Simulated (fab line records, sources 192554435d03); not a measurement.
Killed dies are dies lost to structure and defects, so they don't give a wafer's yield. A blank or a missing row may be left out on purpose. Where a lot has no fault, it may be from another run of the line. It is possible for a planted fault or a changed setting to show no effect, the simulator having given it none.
Problem report, 8D (eight disciplines) form, completed by code	flow n5 finfet	the parts of the form that need people (team, actions taken, sign-off) are left out

## 1. THE PROBLEM
Mean of spin speed rpm at N5_HKMG_FIN_COAT_85: 1752.2 rpm across 6 wafers in 2 lots; on wafers with no fault it is 1500.1 rpm (standard deviation 1.1). So: +99 or more standard deviations from the usual mean.
The step: time 60 s, resist thk 300 nm.
First observed at day 7 10:24: wafer L552.1, on litho track-01. Wafers with a number at this step in the record: 18, from 6 lots. Rule for "out", or "out of limits": more than 4 standard deviations from the usual mean. The rest of the wafers with a number are treated as sound.

## 2. WHAT IT IS, WHAT IT ISN'T
question	is	is not
which readings at this step	spin speed rpm	heater power total W
which lots	L552, L554	L543, L556, L559, L561
which wafers of those lots	all that have a number	-
read on which tools	litho track-01	litho track-02, litho track-04
when	from day 7 10:24	up to then (3 sound wafers); but 9 sound wafers of L556, L559, L561 came after

## 3. WHAT RULES OUT EACH SUSPECT
Counting: a tool stays on the suspect list if, at a process step up to the reading, it processed all lots that are out and no sound lot following the first of them.
- plasma asher-02 at N5_HKMG_FIN_STRIP_19 (strips in N2/H2, time 360 s): ruled out as a lasting fault. After its first lot that is out, L552 (day 7 09:44), sound lots L559, L561 ran on it.
- litho track-01 at N5_HKMG_FIN_COAT_85 (time 60 s, resist thk 300 nm): kept. It ran every lot that is out, first L552 (day 7 10:24), and no sound lot after that. On those wafers its own readings are out: spin speed rpm.
The count leaves litho track-01 at N5_HKMG_FIN_COAT_85.

## 4. THE CAUSE (what the simulator had put in)
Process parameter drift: litho track-01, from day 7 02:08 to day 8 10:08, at N5_HKMG_FIN_COAT_85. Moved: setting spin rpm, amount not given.
This tool alone remained once counting was done.

## 5. THE CHAIN OF EFFECTS, in route order
Each row: a reading whose mean over the struck wafers that have a number lies more than 3 standard deviations from the usual. Only readings for which the record gives a usual standard deviation are gone through. hours: the time from each lot's start at the first step in this table that gives one to its start at this step, as a median over the lots. sigmas: the change in usual standard deviations.
hours	step	reading	usual	on struck wafers	change	sigmas
0	N5_HKMG_FIN_COAT_85	spin speed rpm	1500.1 rpm	1752.2	+252.1	+99 or more
Process steps it contains:
- N5_HKMG_FIN_COAT_85: time 60 s, resist thk 300 nm.

## 6. HOW IT WOULD HAVE BEEN CAUGHT EARLIER
In this record no reading fell out of limits until day 7 10:24, 8 hours after the fault had begun at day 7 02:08.
